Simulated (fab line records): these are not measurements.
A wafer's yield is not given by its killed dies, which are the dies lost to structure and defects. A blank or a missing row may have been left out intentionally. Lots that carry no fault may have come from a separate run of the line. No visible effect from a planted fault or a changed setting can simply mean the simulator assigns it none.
Check for tools in common    flow nandHarc    42 wafers sampled across 14 lots

== THE REASON FOR OPENING IT ==
Flagged at NHARC_A_ONON_D1_THK_MEAS_05: reading thkNm, on 2 of 14 lots. Wafers without a fault read 998 nm, standard deviation 9.5.
Rule: a lot is flagged in two cases, either no wafer of it has a number, or all its wafers with numbers fall more than 4 standard deviations from that mean. The rest of the lots are taken to be sound.

lot   measured      on            thkNm (nm), wafer by wafer  flag
L567  day 8 05:08   filmMetro-02  1009 1007 1008              
L566  day 8 05:09   filmMetro-01  988 989 986                 
L569  day 8 05:17   filmMetro-01  997 997 998                 
L568  day 8 05:30   filmMetro-01  985 983 984                 
L570  day 8 19:05   filmMetro-01  993 992 992                 
L572  day 9 02:42   filmMetro-01  996 997 997                 
L574  day 9 14:42   filmMetro-02  998 998 998                 
L575  day 10 00:25  filmMetro-01  1001 1000 999               
L576  day 10 00:25  filmMetro-02  1000 1002 1001              
L578  day 11 12:00  filmMetro-02  1224 1224 1225              FLAGGED
L583  day 11 21:55  filmMetro-01  1245 1245 1244              FLAGGED
L587  day 12 22:56  filmMetro-01  1000 1000 999               
L589  day 12 22:57  filmMetro-02  986 987 985                 
L588  day 13 04:39  filmMetro-02  994 994 992                 
The mean of the flagged lots' numbers is 1234 nm, +236 nm from the usual (+25 standard deviations).

== EACH LOT AND THE TOOL IT RAN ON ==
The record holds 1 process step before the reading, out of a route of 1159 steps. Cell contents, in order: the tool; ch with the chambers the sampled wafers went through; the start.
lot   flag     NHARC_A_ONON_D1_DEP_03
L567           pecvdOnon-03 ch 0, day 8 04:41
L566           pecvdOnon-02 ch 0, day 8 04:41
L569           pecvdOnon-01 ch 0, day 8 04:49
L568           pecvdOnon-03 ch 0, day 8 04:59
L570           pecvdOnon-02 ch 0, day 8 18:34
L572           pecvdOnon-03 ch 0, day 9 02:11
L574           pecvdOnon-02 ch 0, day 9 14:15
L575           pecvdOnon-02 ch 0, day 9 23:58
L576           pecvdOnon-03 ch 0, day 9 23:54
L578  FLAGGED  pecvdOnon-03 ch 0, day 11 11:36
L583  FLAGGED  pecvdOnon-03 ch 0, day 11 21:28
L587           pecvdOnon-01 ch 0, day 12 22:25
L589           pecvdOnon-02 ch 0, day 12 22:25
L588           pecvdOnon-01 ch 0, day 13 04:12
What these steps do:
- NHARC_A_ONON_D1_DEP_03: target thk 1000 nm.
- NHARC_A_ONON_D1_THK_MEAS_05: measures by ellipsometry.

== FLAGGED AGAINST TOTAL, ONE TOOL AT A TIME (gauges that did the reading follow at the end) ==
step                         tool          lots run  flagged  share of the flagged lots  sound lots run after its first flagged lot
NHARC_A_ONON_D1_DEP_03       pecvdOnon-01  3         0        none                       -
NHARC_A_ONON_D1_DEP_03       pecvdOnon-02  5         0        none                       -
NHARC_A_ONON_D1_DEP_03       pecvdOnon-03  6         2        all                        0
NHARC_A_ONON_D1_THK_MEAS_05  filmMetro-01  8         1        some                       1 (L587)
NHARC_A_ONON_D1_THK_MEAS_05  filmMetro-02  6         1        some                       2 (L589,L588)

== WHAT THE TABLE PERMITS ==
Rows of the table that ran each flagged lot: 1, that is pecvdOnon-03 at NHARC_A_ONON_D1_DEP_03.
- pecvdOnon-03 at NHARC_A_ONON_D1_DEP_03: 2 of its 6 lots flagged. A fault beginning between L576 (day 9 23:54), its last sound lot, and L578 (day 11 11:36), its first flagged one, fits the data.
pecvdOnon-03 at NHARC_A_ONON_D1_DEP_03 is the single tool remaining.

== WHAT THE SIMULATOR HAD INSERTED ==
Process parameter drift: pecvdOnon-03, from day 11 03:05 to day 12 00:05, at NHARC_A_ONON_D1_DEP_03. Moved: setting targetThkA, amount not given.
Shown lots that were struck: L578, L583. The rule above reached the same finding.
